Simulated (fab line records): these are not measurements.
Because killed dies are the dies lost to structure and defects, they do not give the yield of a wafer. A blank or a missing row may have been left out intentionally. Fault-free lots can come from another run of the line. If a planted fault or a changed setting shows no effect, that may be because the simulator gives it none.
fab line records	flow nand-harc
record lots=24	wafers=72	last-day=34
route steps=1302 shown P_GATE@149 P_M0@269 P_M1@297
lots with no fault: from the same line, run without faults
start-h: hours from the record's first day to the start of the lot's first wafer shown	wait-h: time in hours since the lot's previous step	" the same as in the row above	L1.1+2: a single row standing in for several wafers	- value missing, or start not given	* or withheld: withheld	< > ~ a bound
route shown NAME@n: NAME is a module with steps in the file, n the number in the route of the first one	usual: mean and standard deviation over wafers with no fault	same: alike in all rows	chamber/n: place in a boat	sites: readings site by site	_std_site: the values' standard deviation	_edge_site: the outer-site mean with the inner-site mean subtracted	radius-mm: how far each site lies from the wafer's centre	mask NAME#n: copy n	behind: the most recent tool/chamber to have shaped the wafer	hold: what put the lot on hold/how long, in hours/how the hold closed	device: transistor that didn't switch, given as n, p or np	end of line: the same wafers' tests at the end of the route	a step with no rows: only its recipe	killed: count of dies lost to structure and defects at first sort (not the wafer's yield)	map: the dies of a wafer, with x for killed, . for not killed, _ for no die there
set.NAME: setting as actually run; set.NAME@STEP: the setting as run at that earlier step	model.NAME: the simulator's own value behind a step, which no gauge read
steps of the route over a sample of lots; a table a step, a row a wafer
services: a tool's chamber out of use, with start hour (start-h, from the record's first day; less than 0 if before it), hours out, and reason
## steps
# step NHARC_P_GATE_ETCH_32
# recipe target-depth-a=1500	over-etch-frac=1	over-etch-ion-energy-ev=40	time-s=100.1	hbr-flow-sccm=150	cl2-flow-sccm=50	rf-w=400	icp-w=400	bias-w=100	chemistry=HBr/Cl2
# usual drypump-motor-current-A=5.7/0.47	oes-product-au=0.998/0.012	throttle-valve-pct=26.406/0.0092
lot.wafer	tool	chamber	start-h	wait-h	drypump-motor-current-A	oes-product-au	rf-hours-counter-h	throttle-valve-pct
L074.2	rie-si-01	0	107.77	-	5.8	1.018	0.6	26.408
L074.3	"	2	"	"	6.1	1.008	0.5	26.391
L074.5	"	1	"	"	5.1	1.012	-	26.400
L076.4	rie-si-02	1	113.53	-	4.7	1.003	0.0	26.414
L076.2	"	3	"	"	5.9	1.000	0.1	26.413
L076.1	"	0	"	"	5.6	1.000	0.1	26.399
L075.4	rie-si-06	2	113.65	-	5.3	0.998	0.1	26.404
L075.1	"	3	"	"	6.1	1.022	0.2	26.400
L075.6	"	2	"	"	5.3	0.992	-	26.408
L078.3	rie-si-02	0	138.10	-	5.6	0.992	0.2	26.390
L078.1	"	2	"	"	5.7	0.995	0.2	26.396
L078.5	"	3	"	"	5.9	1.002	-	26.394
L077.3	rie-si-01	0	138.28	-	5.9	1.010	0.8	26.414
L077.4	"	1	"	"	5.1	0.992	0.7	26.406
L077.2	"	2	"	"	6.0	1.003	0.7	26.412
L079.2	rie-si-02	2	156.05	-	5.7	0.997	0.3	26.428
L079.4	"	3	"	"	5.9	0.999	0.3	26.395
L079.1	"	0	"	"	5.6	1.005	0.3	26.394
L080.1	rie-si-01	2	156.49	-	6.1	1.012	0.8	26.408
L080.2	"	0	"	"	5.9	1.017	1.0	26.410
L080.3	"	1	"	"	5.1	1.009	0.8	26.404
L081.3	rie-si-01	0	169.28	-	5.9	0.998	1.0	26.412
L081.4	"	2	"	"	6.1	1.008	0.9	26.407
L081.5	"	3	"	"	6.7	0.992	-	26.402
L082.1	rie-si-06	1	175.86	-	5.7	0.991	0.6	26.414
L082.4	"	2	"	"	5.3	0.983	0.5	26.395
L082.5	"	0	"	"	6.1	0.994	-	26.412
L083.3	rie-si-02	3	183.15	-	5.9	1.003	0.5	26.405
L083.2	"	0	"	"	5.6	1.001	0.5	26.399
L083.5	"	3	"	"	5.9	0.992	-	26.419
L084.1	rie-si-01	1	203.61	-	5.2	1.016	0.0	26.412
L084.2	"	2	"	"	6.1	0.998	0.0	26.410
L084.4	"	3	"	"	6.7	1.008	0.0	26.393
L085.1	rie-si-06	1	207.92	-	5.7	0.994	0.8	26.413
L085.4	"	3	"	"	6.1	1.023	0.7	26.392
L085.6	"	0	"	"	6.1	1.010	-	26.415
L086.4	rie-si-01	1	211.76	-	5.1	1.015	0.1	26.400
L086.3	"	2	"	"	6.1	1.005	0.1	26.411
L086.1	"	0	"	"	5.9	1.010	0.1	26.408
L087.3	rie-si-02	2	232.16	-	5.7	0.986	0.8	26.406
L087.1	"	3	"	"	5.9	1.008	0.8	26.411
L087.5	"	2	"	"	5.7	0.986	-	26.406
L088.4	rie-si-01	3	248.35	-	6.7	1.002	0.2	26.411
L088.6	"	0	"	"	5.9	1.007	-	26.404
L088.5	"	1	"	"	5.1	1.015	-	26.428
L089.4	rie-si-06	2	248.95	-	5.3	0.991	0.9	26.411
L089.1	"	0	"	"	6.1	1.010	1.1	26.411
L089.5	"	2	"	"	5.3	0.978	-	26.399
L090.2	rie-si-06	3	260.61	-	6.1	1.004	0.0	26.399
L090.4	"	2	"	"	5.3	0.996	0.0	26.406
L090.5	"	0	"	"	6.0	1.013	-	26.391
L091.2	rie-si-06	0	266.61	-	6.0	0.997	0.1	26.403
L091.4	"	1	"	"	5.7	0.990	0.1	26.420
L091.5	"	2	"	"	5.3	0.990	-	26.404
L092.2	rie-si-02	1	275.11	-	4.7	0.988	1.0	26.386
L092.5	"	0	"	"	5.6	0.991	-	26.403
L092.6	"	1	"	"	4.7	0.994	-	26.407
L093.4	rie-si-02	3	290.27	-	5.8	0.987	0.0	26.415
L093.5	"	0	"	"	5.6	0.995	-	26.415
L093.6	"	1	"	"	4.8	0.992	-	26.421
L094.2	rie-si-06	1	296.83	-	5.7	0.983	0.2	26.407
L094.3	"	2	"	"	5.3	0.973	0.2	26.399
L094.4	"	3	"	"	6.1	1.002	0.3	26.414
L095.1	rie-si-06	1	304.02	-	5.7	0.989	0.3	26.404
L095.2	"	0	"	"	6.0	0.984	0.3	26.394
L095.5	"	1	"	"	5.7	0.982	-	26.390
L096.2	rie-si-06	1	315.37	-	5.7	0.993	0.4	26.394
L096.3	"	2	"	"	5.3	0.970	0.4	26.405
L096.1	"	3	"	"	6.1	0.993	0.4	26.416
L097.3	rie-si-06	1	330.97	-	5.7	0.981	0.6	26.426
L097.6	"	2	"	"	5.3	0.975	-	26.409
L097.5	"	1	"	"	5.7	0.989	-	26.412
# step NHARC_P_M0_CD_MEAS_16
# usual cd-nm=90.2/0.75
lot.wafer	tool	chamber	start-h	wait-h	cd-nm
L074.2	cd-sem-01	-	131.79	-	89.1
L074.3	"	-	"	"	90.2
L074.5	"	-	"	"	89.7
L076.1	cd-sem-03	-	137.30	-	89.7
L076.2	"	-	"	"	90.5
L076.4	"	-	"	"	89.2
L075.1	cd-sem-01	-	138.17	-	91.0
L075.4	"	-	"	"	91.2
L075.6	"	-	"	"	91.3
L078.1	cd-sem-02	-	162.59	-	89.8
L078.3	"	-	"	"	90.5
L078.5	"	-	"	"	89.4
L077.2	cd-sem-03	-	164.40	-	90.3
L077.3	"	-	"	"	89.9
L077.4	"	-	"	"	91.3
L079.1	cd-sem-03	-	180.03	-	89.8
L079.2	"	-	"	"	90.7
L079.4	"	-	"	"	90.9
L080.1	cd-sem-02	-	180.85	-	90.9
L080.2	"	-	"	"	90.7
L080.3	"	-	"	"	91.3
L081.3	cd-sem-02	-	193.79	-	90.2
L081.4	"	-	"	"	89.6
L081.5	"	-	"	"	90.2
L082.1	cd-sem-03	-	199.69	-	90.5
L082.4	"	-	"	"	91.1
L082.5	"	-	"	"	90.6
L083.2	cd-sem-02	-	208.43	-	89.5
L083.3	"	-	"	"	90.5
L083.5	"	-	"	"	90.2
L084.1	cd-sem-02	-	227.91	-	90.4
L084.2	"	-	"	"	90.5
L084.4	"	-	"	"	90.6
L085.1	cd-sem-02	-	231.68	-	89.5
L085.4	"	-	"	"	90.9
L085.6	"	-	"	"	90.6
L086.1	cd-sem-01	-	235.74	-	90.5
L086.3	"	-	"	"	90.3
L086.4	"	-	"	"	90.3
L087.1	cd-sem-02	-	255.76	-	91.6
L087.3	"	-	"	"	89.8
L087.5	"	-	"	"	90.9
L088.4	cd-sem-03	-	272.73	-	88.0
L088.5	"	-	"	"	88.5
L088.6	"	-	"	"	89.4
L089.1	cd-sem-01	-	274.73	-	89.7
L089.4	"	-	"	"	90.3
L089.5	"	-	"	"	89.6
L090.2	cd-sem-02	-	284.43	-	89.8
L090.4	"	-	"	"	91.3
L090.5	"	-	"	"	89.8
L091.2	cd-sem-01	-	290.40	-	91.4
L091.4	"	-	"	"	90.1
L091.5	"	-	"	"	90.8
L092.2	cd-sem-02	-	299.66	-	90.7
L092.5	"	-	"	"	90.4
L092.6	"	-	"	"	90.2
L093.4	cd-sem-02	-	314.42	-	89.6
L093.5	"	-	"	"	89.1
L093.6	"	-	"	"	90.6
L094.2	cd-sem-01	-	321.26	-	89.9
L094.3	"	-	"	"	90.4
L094.4	"	-	"	"	89.4
L095.1	cd-sem-03	-	327.72	-	91.6
L095.2	"	-	"	"	90.0
L095.5	"	-	"	"	90.3
L096.1	cd-sem-03	-	339.05	-	90.0
L096.2	"	-	"	"	90.0
L096.3	"	-	"	"	89.6
L097.3	cd-sem-02	-	355.68	-	90.4
L097.5	"	-	"	"	89.3
L097.6	"	-	"	"	89.6
# step NHARC_P_M0_PVD_21
# recipe target-thk-a=300	chamber-pressure-pa=5	power-w=5000	substrate-temp-c=30	time-s=20.49	material=Cu
# usual cathode-dc-power-W=5000.1/0.86	throttle-valve-pct=30.0/1
lot.wafer	tool	chamber	start-h	wait-h	cathode-dc-power-W	throttle-valve-pct
L074.3	pvd-sputter-01	-	-	-	4999.7	28.9
L074.2	"	-	"	"	5000.2	29.4
L074.5	"	-	"	"	5001.1	29.4
L076.2	pvd-sputter-01	-	-	-	4999.3	29.4
L076.1	"	-	"	"	4998.8	28.2
L076.4	"	-	"	"	5000.1	29.5
L075.4	pvd-sputter-02	-	-	-	5000.1	29.6
L075.1	"	-	"	"	5000.8	28.6
L075.6	"	-	"	"	5001.5	28.0
L078.3	pvd-sputter-02	-	-	-	5000.8	27.8
L078.1	"	-	"	"	5000.0	29.6
L078.5	"	-	"	"	5000.7	28.1
L077.3	pvd-sputter-02	-	-	-	5001.8	28.5
L077.2	"	-	"	"	4998.8	27.6
L077.4	"	-	"	"	5001.2	31.2
L079.2	pvd-sputter-01	-	-	-	5000.6	28.7
L079.1	"	-	"	"	5001.3	30.6
L079.4	"	-	"	"	5001.9	29.2
L080.3	pvd-sputter-03	-	-	-	5000.4	31.1
L080.2	"	-	"	"	5000.8	31.0
L080.1	"	-	"	"	4999.7	30.2
L081.4	pvd-sputter-03	-	-	-	4999.7	31.1
L081.3	"	-	"	"	5000.8	30.3
L081.5	"	-	"	"	5000.3	30.8
L082.4	pvd-sputter-01	-	-	-	5000.6	29.2
L082.1	"	-	"	"	4998.4	30.4
L082.5	"	-	"	"	4999.6	28.7
L083.3	pvd-sputter-03	-	-	-	4999.0	30.5
L083.2	"	-	"	"	5001.1	30.9
L083.5	"	-	"	"	4999.2	30.2
L084.1	pvd-sputter-03	-	-	-	5000.3	31.2
L084.2	"	-	"	"	4998.5	30.9
L084.4	"	-	"	"	5000.7	30.0
L085.4	pvd-sputter-03	-	-	-	4999.9	31.2
L085.1	"	-	"	"	4999.8	31.2
L085.6	"	-	"	"	4999.5	31.1
L086.1	pvd-sputter-01	-	-	-	5000.4	29.6
L086.4	"	-	"	"	5000.2	29.5
L086.3	"	-	"	"	5000.0	30.1
L087.1	pvd-sputter-01	-	-	-	5000.2	29.7
L087.3	"	-	"	"	4999.9	30.0
L087.5	"	-	"	"	5002.1	29.2
L088.4	pvd-sputter-01	-	-	-	5000.1	29.4
L088.6	"	-	"	"	5000.5	29.5
L088.5	"	-	"	"	5000.4	30.1
L089.4	pvd-sputter-02	-	-	-	5001.5	27.8
L089.1	"	-	"	"	4999.3	31.1
L089.5	"	-	"	"	5000.0	29.4
L090.2	pvd-sputter-03	-	-	-	4999.9	31.3
L090.4	"	-	"	"	4999.8	31.0
L090.5	"	-	"	"	4999.8	31.1
L091.2	pvd-sputter-01	-	-	-	4999.6	29.2
L091.4	"	-	"	"	4999.0	30.0
L091.5	"	-	"	"	5001.4	29.5
L092.2	pvd-sputter-02	-	-	-	4999.8	28.0
L092.6	"	-	"	"	5000.2	29.2
L092.5	"	-	"	"	4999.9	31.4
L093.4	pvd-sputter-02	-	-	-	5000.0	29.5
L093.6	"	-	"	"	4999.9	31.3
L093.5	"	-	"	"	4999.6	30.8
L094.2	pvd-sputter-03	-	-	-	5000.9	31.0
L094.4	"	-	"	"	4999.6	30.4
L094.3	"	-	"	"	5000.3	29.9
L095.2	pvd-sputter-03	-	-	-	4999.9	31.0
L095.1	"	-	"	"	4999.7	30.3
L095.5	"	-	"	"	5001.0	31.2
L096.3	pvd-sputter-02	-	-	-	5000.6	31.8
L096.1	"	-	"	"	4999.9	30.9
L096.2	"	-	"	"	5000.1	29.2
L097.3	pvd-sputter-01	-	-	-	5000.5	29.7
L097.5	"	-	"	"	5000.2	30.1
L097.6	"	-	"	"	4998.8	29.5
# step NHARC_P_M1_INSPECT_11
# usual raw-defect-count=4.2/2.4
lot.wafer	tool	chamber	start-h	wait-h	raw-defect-count
L074.2	defect-inspect-02	-	135.50	0.0	4
L074.3	"	-	"	"	3
L074.5	"	-	"	"	2
L076.1	defect-inspect-02	-	141.00	0.0	5
L076.2	"	-	"	"	3
L076.4	"	-	"	"	7
L075.1	defect-inspect-01	-	141.74	0.0	3
L075.4	"	-	"	"	3
L075.6	"	-	"	"	4
L078.1	defect-inspect-02	-	166.34	0.0	2
L078.3	"	-	"	"	4
L078.5	"	-	"	"	3
L077.2	defect-inspect-01	-	168.25	0.0	5
L077.3	"	-	"	"	4
L077.4	"	-	"	"	1
L079.1	defect-inspect-01	-	183.85	0.0	3
L079.2	"	-	"	"	7
L079.4	"	-	"	"	5
L080.1	defect-inspect-01	-	184.55	0.0	3
L080.2	"	-	"	"	4
L080.3	"	-	"	"	3
L081.3	defect-inspect-01	-	197.48	0.0	4
L081.4	"	-	"	"	0
L081.5	"	-	"	"	2
L082.1	defect-inspect-02	-	203.36	0.0	3
L082.4	"	-	"	"	4
L082.5	"	-	"	"	0
L083.2	defect-inspect-01	-	212.15	0.0	6
L083.3	"	-	"	"	6
L083.5	"	-	"	"	2
L084.1	defect-inspect-01	-	231.49	0.0	1
L084.2	"	-	"	"	5
L084.4	"	-	"	"	3
L085.1	defect-inspect-01	-	235.37	0.0	9
L085.4	"	-	"	"	6
L085.6	"	-	"	"	12
L086.1	defect-inspect-01	-	239.43	0.0	2
L086.3	"	-	"	"	1
L086.4	"	-	"	"	6
L087.1	defect-inspect-02	-	259.59	0.0	5
L087.3	"	-	"	"	3
L087.5	"	-	"	"	4
L088.4	defect-inspect-01	-	276.46	0.0	4
L088.5	"	-	"	"	10
L088.6	"	-	"	"	6
L089.1	defect-inspect-01	-	278.35	0.0	6
L089.4	"	-	"	"	6
L089.5	"	-	"	"	5
L090.2	defect-inspect-01	-	288.11	0.0	3
L090.4	"	-	"	"	8
L090.5	"	-	"	"	10
L091.2	defect-inspect-01	-	294.11	0.0	0
L091.4	"	-	"	"	2
L091.5	"	-	"	"	6
L092.2	defect-inspect-01	-	303.27	0.0	1
L092.5	"	-	"	"	0
L092.6	"	-	"	"	5
L093.4	defect-inspect-02	-	318.02	0.0	3
L093.5	"	-	"	"	3
L093.6	"	-	"	"	4
L094.2	defect-inspect-02	-	325.19	0.0	4
L094.3	"	-	"	"	0
L094.4	"	-	"	"	2
L095.1	defect-inspect-01	-	331.58	0.0	6
L095.2	"	-	"	"	3
L095.5	"	-	"	"	4
L096.1	defect-inspect-02	-	342.75	0.0	6
L096.2	"	-	"	"	10
L096.3	"	-	"	"	7
L097.3	defect-inspect-02	-	359.41	0.0	4
L097.5	"	-	"	"	6
L097.6	"	-	"	"	2
# step NHARC_P_M1_ETCH_15
# recipe target-depth-a=1825	time-s=91.2	c4f8-flow-sccm=withheld	ar-flow-sccm=400	rf-w=600	bias-w=300	chemistry=C4F8/Ar
# usual oes-product-au=0.959/0.022	rf-vpp-V=439.5/1.7
lot.wafer	tool	chamber	start-h	wait-h	oes-product-au	rf-hours-counter-h	rf-vpp-V
L074.3	rie-diel-11	2	-	-	0.981	5	439.0
L074.2	"	3	"	"	0.979	5	440.2
L074.5	"	3	"	"	0.964	-	438.9
L076.1	rie-diel-11	2	141.32	0.1	0.947	6	439.2
L076.2	"	0	"	"	0.951	5	438.5
L076.4	"	2	"	"	0.949	-	438.9
L075.1	rie-diel-11	0	-	-	0.941	5	437.8
L075.4	"	3	"	"	0.939	-	439.7
L075.6	"	0	"	"	0.940	-	440.2
L078.3	rie-diel-11	3	-	-	0.959	8	437.6
L078.1	"	1	"	"	0.920	4	440.1
L078.5	"	2	"	"	0.953	-	439.3
L077.2	rie-diel-07	0	-	-	0.982	3	436.8
L077.3	"	2	"	"	0.949	4	440.9
L077.4	"	3	"	"	0.969	4	441.8
L079.2	rie-diel-07	2	-	-	0.962	6	439.3
L079.4	"	0	"	"	0.982	5	436.9
L079.1	"	1	"	"	0.995	5	438.8
L080.1	rie-diel-07	1	-	-	0.990	5	440.5
L080.3	"	2	"	"	0.948	6	439.8
L080.2	"	0	"	"	0.980	5	436.5
L081.3	rie-diel-07	0	-	-	0.964	5	437.4
L081.4	"	1	"	"	0.956	5	439.7
L081.5	"	3	"	"	0.971	-	441.7
L082.4	rie-diel-09	2	-	-	0.940	14	443.5
L082.1	"	0	"	"	0.938	13	437.5
L082.5	"	3	"	"	0.925	-	444.3
L083.2	rie-diel-11	3	-	-	0.944	12	440.5
L083.3	"	1	"	"	0.908	8	439.7
L083.5	"	2	"	"	0.934	-	439.4
L084.2	rie-diel-07	3	-	-	0.931	8	439.4
L084.1	"	0	"	"	0.926	7	437.4
L084.4	"	1	"	"	0.927	7	438.6
L085.1	rie-diel-07	3	-	-	0.987	8	441.5
L085.4	"	1	"	"	0.961	8	438.0
L085.6	"	3	"	"	0.975	-	441.3
L086.4	rie-diel-11	0	-	-	0.958	14	438.1
L086.1	"	2	"	"	0.993	15	440.3
L086.3	"	3	"	"	0.995	14	440.6
L087.3	rie-diel-07	1	-	-	0.930	9	438.4
L087.1	"	3	"	"	0.933	10	440.8
L087.5	"	1	"	"	0.945	-	440.1
L088.4	rie-diel-11	2	-	-	0.979	1	440.4
L088.5	"	3	"	"	0.960	-	440.8
L088.6	"	0	"	"	0.990	-	437.1
L089.4	rie-diel-09	3	-	-	0.928	40	444.0
L089.1	"	2	"	"	0.933	45	441.4
L089.5	"	3	"	"	0.926	-	443.5
L090.2	rie-diel-11	0	-	-	0.992	3	438.0
L090.4	"	1	"	"	0.971	2	438.4
L090.5	"	3	"	"	0.978	-	441.0
L091.2	rie-diel-11	0	-	-	0.974	3	438.7
L091.4	"	3	"	"	0.988	3	440.8
L091.5	"	0	"	"	0.993	-	439.8
L092.2	rie-diel-07	2	-	-	0.980	0	440.3
L092.5	"	1	"	"	0.976	-	439.2
L092.6	"	2	"	"	0.974	-	438.7
L093.4	rie-diel-07	1	-	-	0.988	1	438.4
L093.5	"	1	"	"	0.983	-	440.0
L093.6	"	2	"	"	0.986	-	439.0
L094.3	rie-diel-11	1	-	-	0.966	6	439.8
L094.2	"	2	"	"	0.978	6	439.7
L094.4	"	3	"	"	0.965	6	440.6
L095.2	rie-diel-07	1	-	-	0.967	2	438.6
L095.1	"	0	"	"	0.977	2	437.0
L095.5	"	2	"	"	0.965	-	440.3
L096.1	rie-diel-11	1	-	-	0.921	7	439.0
L096.2	"	2	"	"	0.932	8	439.4
L096.3	"	3	"	"	0.929	7	439.2
L097.3	rie-diel-07	3	-	-	0.967	4	440.7
L097.6	"	2	"	"	0.976	-	439.5
L097.5	"	3	"	"	0.977	-	442.0
# step NHARC_P_M1_DEGAS_29
# recipe temp-c=250	time-s=60
# usual heater-power-w=320/36
lot.wafer	tool	chamber	start-h	wait-h	heater-power-w
L074.3	pvd-sputter-01	-	136.65	-	296
L074.2	"	-	"	"	307
L074.5	"	-	"	"	356
L076.1	pvd-sputter-02	-	142.43	-	358
L076.2	"	-	"	"	295
L076.4	"	-	"	"	326
L075.4	pvd-sputter-01	-	143.11	-	390
L075.1	"	-	"	"	303
L075.6	"	-	"	"	400
L078.1	pvd-sputter-01	-	167.43	-	306
L078.3	"	-	"	"	306
L078.5	"	-	"	"	356
L077.3	pvd-sputter-03	-	169.32	-	327
L077.2	"	-	"	"	243
L077.4	"	-	"	"	314
L079.1	pvd-sputter-02	-	184.93	-	354
L079.4	"	-	"	"	294
L079.2	"	-	"	"	298
L080.2	pvd-sputter-03	-	185.63	-	329
L080.3	"	-	"	"	322
L080.1	"	-	"	"	241
L081.4	pvd-sputter-02	-	198.56	-	352
L081.3	"	-	"	"	333
L081.5	"	-	"	"	353
L082.4	pvd-sputter-02	-	204.45	-	295
L082.1	"	-	"	"	315
L082.5	"	-	"	"	359
L083.3	pvd-sputter-03	-	213.22	-	239
L083.2	"	-	"	"	317
L083.5	"	-	"	"	303
L084.4	pvd-sputter-02	-	232.57	-	327
L084.1	"	-	"	"	342
L084.2	"	-	"	"	285
L085.4	pvd-sputter-03	-	236.45	-	299
L085.1	"	-	"	"	324
L085.6	"	-	"	"	319
L086.4	pvd-sputter-01	-	240.50	-	361
L086.3	"	-	"	"	318
L086.1	"	-	"	"	306
L087.1	pvd-sputter-02	-	261.01	-	353
L087.3	"	-	"	"	293
L087.5	"	-	"	"	347
L088.4	pvd-sputter-02	-	277.56	-	296
L088.5	"	-	"	"	352
L088.6	"	-	"	"	291
L089.1	pvd-sputter-02	-	279.47	-	289
L089.4	"	-	"	"	331
L089.5	"	-	"	"	350
L090.4	pvd-sputter-01	-	289.20	-	356
L090.2	"	-	"	"	308
L090.5	"	-	"	"	308
L091.2	pvd-sputter-03	-	295.19	-	236
L091.4	"	-	"	"	320
L091.5	"	-	"	"	308
L092.2	pvd-sputter-01	-	304.36	-	393
L092.6	"	-	"	"	307
L092.5	"	-	"	"	311
L093.4	pvd-sputter-01	-	319.10	-	318
L093.5	"	-	"	"	316
L093.6	"	-	"	"	305
L094.3	pvd-sputter-02	-	326.26	-	284
L094.2	"	-	"	"	365
L094.4	"	-	"	"	290
L095.2	pvd-sputter-03	-	332.67	-	318
L095.1	"	-	"	"	240
L095.5	"	-	"	"	316
L096.3	pvd-sputter-03	-	343.82	-	312
L096.1	"	-	"	"	229
L096.2	"	-	"	"	307
L097.3	pvd-sputter-01	-	360.60	-	388
L097.5	"	-	"	"	305
L097.6	"	-	"	"	319
## services
tool	chamber	start-h	hours	kind
rie-si-06	2	95.87	5.0	repair
rie-si-02	-	100.00	9.0	pm
pvd-sputter-02	-	104.00	10.0	pm
rie-si-01	3	109.87	4.6	repair
rie-diel-07	-	117.20	9.0	pm
rie-diel-11	1	117.76	32.7	repair
rie-diel-11	3	138.14	3.9	repair
rie-diel-11	1	156.06	9.9	repair
rie-diel-11	-	164.17	0.9	repair
pvd-sputter-03	-	170.00	10.0	pm
rie-si-06	2	172.78	2.6	repair
rie-diel-11	0	189.51	6.1	repair
pvd-sputter-01	-	201.51	0.7	repair
rie-diel-11	3	207.32	2.9	repair
pvd-sputter-01	-	226.00	10.0	pm
rie-diel-11	-	229.24	2.5	repair
rie-si-06	3	230.06	17.1	repair
rie-si-06	-	247.36	0.2	repair
rie-diel-11	-	255.50	9.0	pm
rie-diel-07	-	294.20	9.0	pm
rie-si-06	0	318.85	15.8	repair
pvd-sputter-03	-	348.00	10.0	pm
rie-diel-07	1	349.66	5.8	repair
rie-diel-11	1	358.73	6.7	repair
## key
fault none
